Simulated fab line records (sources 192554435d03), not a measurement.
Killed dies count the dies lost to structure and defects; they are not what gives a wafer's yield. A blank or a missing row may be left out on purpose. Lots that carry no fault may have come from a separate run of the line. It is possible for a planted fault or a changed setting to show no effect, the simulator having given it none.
Split-lot study | flow n5_finfet | 7 lots, 21 wafers read, on a route of 1938 steps

== THE SPLIT ==
At N5_BEOL_M2_ALD_98 (deposits SiO2, target thk 2.5 nm, pulse time 1 s, co reactant pulse time 1 s), the setting ald_cycles was moved away from the recipe's 17 on 9 of the 21 wafers read, by -11.8% to +11.8%. For the rest of the wafers, this setting stayed at what the recipe calls for.

Reading taken at the split's own step.

== THE READING ==
SiO2_of_BEOL_M2_ALD_98.thk_nm (the simulator's own value, which no gauge read), in nm, at N5_BEOL_M2_ALD_98 (deposits SiO2, target thk 2.5 nm, pulse time 1 s, co reactant pulse time 1 s). No usual value for it is given in the file. Across the 12 wafers here that went through the recipe, the average is 2.6 nm and the standard deviation 0.087 nm.

wafer  | tool, chamber at the split | ald_cycles as run | against the recipe | SiO2_of_BEOL_M2_ALD_98.thk_nm, nm | against lot-mates on the recipe
L075.2 | ald_sin-03, 2,1            | 17                | recipe             | 2.6                               | -
L075.3 | ald_sin-03, 2,1            | 17                | recipe             | 2.6                               | -
L075.6 | ald_sin-03, 1              | 15                | -11.8%             | 2.2                               | -0.4
L083.1 | ald_sin-02, 1,0            | 19                | +11.8%             | 2.8                               | +0.4
L083.5 | ald_sin-02, 1,0            | 19                | +11.8%             | 2.8                               | +0.4
L083.4 | ald_sin-02, 0              | 17                | recipe             | 2.4                               | -
L086.3 | ald_sin-02, 3              | 19                | +11.8%             | 2.8                               | +0.4
L086.6 | ald_sin-02, 3              | 19                | +11.8%             | 2.8                               | +0.4
L086.5 | ald_sin-02, 0              | 17                | recipe             | 2.4                               | -
L087.2 | ald_sin-04, 0,2            | 17                | recipe             | 2.6                               | -
L087.6 | ald_sin-04, 0,2            | 17                | recipe             | 2.6                               | -
L087.3 | ald_sin-04, 3              | 17                | recipe             | 2.4                               | -
L091.2 | ald_sin-04, 2              | 17                | recipe             | 2.6                               | -
L091.3 | ald_sin-04, 0,2            | 19                | +11.8%             | 2.8                               | +0.2
L091.5 | ald_sin-04, 0,2            | 19                | +11.8%             | 2.8                               | +0.2
L093.2 | ald_sin-04, 3,1            | 16                | -5.9%              | 2.4                               | -0.2
L093.6 | ald_sin-04, 3,1            | 16                | -5.9%              | 2.4                               | -0.2
L093.5 | ald_sin-04, 2              | 17                | recipe             | 2.6                               | -
L095.2 | ald_sin-04, 2,3,3          | 17                | recipe             | 2.6                               | -
L095.3 | ald_sin-04, 2,3,3          | 17                | recipe             | 2.6                               | -
L095.6 | ald_sin-04, 2,3,3          | 17                | recipe             | 2.6                               | -
The file does not say which wafer passed through which chamber wherever a row lists several chambers: such a row stands for several wafers.

FIT RESULTS
A straight line over all 21 wafers: SiO2_of_BEOL_M2_ALD_98.thk_nm changes by +0.0232 nm for each +1% of ald_cycles; r = +0.92; the points scatter about the line by 0.071 nm.
The same after taking each lot's own level away (the mean of its wafers on the recipe; 21 wafers): +0.0299 nm for each +1%; r = +0.95; scatter 0.066 nm.
On that fit, the largest move of ald_cycles shifts the reading by 0.35 nm.
Measured against the standard deviation above, the lots' own levels, which go from 2.40 to 2.60 nm, span 2.3 times it.
Hence the slope depends on the lot-to-lot level, as the two fits are not the same.
Check: with one of the wafers moved furthest among these (-11.8%) left out of the fit, the line predicts -0.349 nm for it against its lot-mates. Against them it came out at -0.4 nm.

== ADDITIONAL SPLITS CARRIED BY THESE WAFERS ==
Note: prior to the reading, these wafers also went through further splits. Each is held against what the fit with the lots' levels taken away leaves over:
other split on the same wafers | wafers away from the commonest value | r with SiO2_of_BEOL_M2_ALD_98.thk_nm (lot level and that fit taken away)
N5_BEOL_M2_DESCUM_33 time_s    | 8                                    | -0.37

== FILE'S OWN FIT ==
SiO2_of_BEOL_M2_ALD_98.thk_nm changes by +0.03 nm for each +1% of ald_cycles, r = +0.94.
